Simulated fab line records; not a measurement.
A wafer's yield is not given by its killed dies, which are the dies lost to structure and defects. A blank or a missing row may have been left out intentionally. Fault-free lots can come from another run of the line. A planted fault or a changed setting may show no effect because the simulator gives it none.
Matching of chambers + flow nandHarc + rieDiel-06 running NHARC_P_GATE_DESCUM_93: 4 sister chambers
The step chemistry O2, time 3 s. 8 wafers are shown with their chamber, then 12 later ones without.

## EACH WAFER AND ITS CHAMBER
| wafer  | chamber | drypumpMotorCurrentA (A) | oesProductAu (a.u.) |
|--------|---------|--------------------------|---------------------|
| L089.2 | 3       | 6.15                     | 0.987               |
| L089.3 | 1       | 5.81                     | 1.003               |
| L089.4 | 2       | 5.71                     | 0.982               |
| L089.5 | 0       | 5.42                     | 0.994               |
| L089.6 | 3       | 6.16                     | 0.987               |
| L093.1 | 0       | 5.38                     | 1.001               |
| L093.3 | 1       | 5.79                     | 1.006               |
| L093.5 | 2       | 5.75                     | 1.003               |

## WAFERS WITHOUT THEIR CHAMBER
| wafer  | drypumpMotorCurrentA (A) | oesProductAu (a.u.) |
|--------|--------------------------|---------------------|
| L094.1 | 5.36                     | 1.017               |
| L094.4 | 5.76                     | 0.974               |
| L094.5 | 5.38                     | 1.013               |
| L096.1 | 5.39                     | 1.019               |
| L096.2 | 5.80                     | 0.978               |
| L096.3 | 6.19                     | 0.969               |
| L097.2 | 5.38                     | 1.021               |
| L097.3 | 5.75                     | 0.987               |
| L097.4 | 6.19                     | 0.976               |
| L097.1 | 5.79                     | 0.997               |
| L097.5 | 5.75                     | 0.987               |
| L097.6 | 6.18                     | 0.979               |

## EACH ONE'S CHAMBER
| wafer  | from the rows above     | in truth |
|--------|-------------------------|----------|
| L094.1 | 0                       | 0        |
| L094.4 | can't be placed: 2 or 1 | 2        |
| L094.5 | 0                       | 0        |
| L096.1 | 0                       | 0        |
| L096.2 | can't be placed: 1 or 2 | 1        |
| L096.3 | 3                       | 3        |
| L097.2 | 0                       | 0        |
| L097.3 | 2                       | 2        |
| L097.4 | 3                       | 3        |
| L097.1 | can't be placed: 1 or 2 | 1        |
| L097.5 | 2                       | 2        |
| L097.6 | 3                       | 3        |
Placed correctly: 9 of 12. Not placeable from these rows: 3 (in 3, the candidates include the true chamber). 0 placed wrongly.
How it was worked out, from the rows above alone: a wafer's distance from a chamber is the root of the sum, over the readings, of the square of ((its reading less the chamber's mean) divided by the reading's scatter). If the next closest chamber is less than 2 further off than the closest, the wafer can't be placed; otherwise it belongs to the closest. A chamber's mean is the mean of its shown wafers. The scatter is the square root of a quotient: the sum, over the shown wafers, of each reading's squared deviation from its chamber's mean, divided by wafers minus chambers.
